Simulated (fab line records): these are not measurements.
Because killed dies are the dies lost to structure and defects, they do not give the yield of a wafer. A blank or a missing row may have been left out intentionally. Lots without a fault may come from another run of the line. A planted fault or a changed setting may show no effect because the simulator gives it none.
A single fault, viewed from 3 desks | flow nand_harc | each desk holds nothing but its own numbers, with what lay behind them at the end

## FOR THE TOOL OWNER'S DESK: litho_track-03
The tool's own readings at NHARC_P_STI_PEB_07 (peb time 80 s): means of the sampled wafers that have a number, for each lot that ran on this tool. A lot is out of limits, marked OUT, if its mean lies more than 4 standard deviations from the usual mean; the brackets give that distance.
Columns: A = heater_power_total_W at NHARC_P_STI_PEB_07, usual 189.8 W
lot  | first seen here | A
L809 | day 3 23:50     | 189.6
L811 | day 4 23:22     | 189.5
L816 | day 7 03:56     | 189.0
L817 | day 7 10:04     | 190.6
L819 | day 8 03:58     | 190.1
L821 | day 9 00:17     | 490.8 (+99 or more) OUT
L822 | day 9 11:02     | 491.1 (+99 or more) OUT
Finding of this desk: L821, L822 out of limits; the first was L821 at day 9 00:17, on heater_power_total_W at NHARC_P_STI_PEB_07. In limits: L809, L811, L816, L817, L819.

## METROLOGY DESK
What the gauges read, lot by lot, whatever tool the lot ran on: means of the sampled wafers that have a number. A lot is out of limits, marked OUT, if its mean lies more than 4 standard deviations from the usual mean; the brackets give that distance.
Columns: A = cd_nm at NHARC_P_STI_CD_MEAS_09, usual 200.4 nm; B = trench_foot_cd_nm at NHARC_P_STI_OCD_MEAS_17, usual 158.6 nm; C = trench_foot_cd_nm at NHARC_P_STI_OCD_MEAS_43, usual 158.7 nm
lot  | first seen here | A              | B              | C
L807 | day 3 05:26     | 200.8          | 158.9          | 158.4
L808 | day 3 16:31     | 200.7          | 158.9          | 159.1
L809 | day 3 23:55     | 200.2          | 158.1          | 158.4
L810 | day 4 13:21     | 201.0          | 159.2          | 159.2
L811 | day 4 23:28     | 200.3          | 158.8          | 158.9
L812 | day 5 07:23     | 201.3          | 159.5          | 159.2
L813 | day 5 16:56     | 200.3          | 159.4          | 159.4
L814 | day 6 04:40     | 200.9          | 158.6          | 158.6
L816 | day 7 04:01     | 200.6          | 158.7          | 158.7
L817 | day 7 10:10     | 201.2          | 160.0          | 160.0
L819 | day 8 04:03     | 201.3          | 159.5          | 159.6
L821 | day 9 00:23     | 68.7 (-77) OUT | 26.5 (-70) OUT | 26.6 (-73) OUT
L822 | day 9 11:07     | 72.0 (-76) OUT | 30.4 (-67) OUT | 30.6 (-71) OUT
L829 | day 12 09:50    | 200.8          | 158.8          | 158.9
Finding of this desk: L821, L822 out of limits; the first was L821 at day 9 00:23, on cd_nm at NHARC_P_STI_CD_MEAS_09. In limits: L807, L808, L809, L810, L811, L812, L813, L814, L816, L817, L819, L829.

## THE DEFECT DESK
Lot by lot, what the route's inspections counted, given as the mean of those sampled wafers with a number. A lot is out of limits, marked OUT, if its mean lies more than 4 standard deviations from the usual mean; the brackets give that distance.
Columns: A = raw_defect_count at NHARC_P_ZERO_WELL_INSPECT_43, usual 14
lot  | first seen here | A
L807 | day 2 13:58     | 5
L808 | day 2 23:43     | 15
L809 | day 3 09:26     | 17
L810 | day 3 20:02     | 14
L811 | day 4 07:41     | 18
L812 | day 4 15:26     | 21
L813 | day 5 01:44     | 17
L814 | day 5 11:33     | 7
L816 | day 6 07:41     | 14
L817 | day 6 17:38     | 12
L819 | day 7 13:35     | 8
L821 | day 8 09:38     | 11
L822 | day 8 19:27     | 19
L829 | day 11 17:40    | 15
This desk found nothing out of limits on any of the 14 lots.

## BROUGHT TOGETHER
The tool owner's desk had the chance to raise an alarm at day 9 00:17 on L821, L822.
On L821, L822, the metrology desk was in a position to raise an alarm at day 9 00:23.
Nothing the defect desk looked at was out of limits.
The defect desk has L821, L822 on record, within its limits.
NHARC_P_STI_PEB_07 was run on litho_track-03 by each of the lots named.

## WHAT HAD BEEN PUT IN BY THE SIMULATOR
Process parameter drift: litho_track-03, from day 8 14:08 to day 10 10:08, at NHARC_P_STI_PEB_07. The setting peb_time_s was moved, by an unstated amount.
Shown lots that were struck: L821, L822.
Time in hours from fault onset to the first out-of-limits reading at each desk: tool owner's desk 10, metrology desk 10.
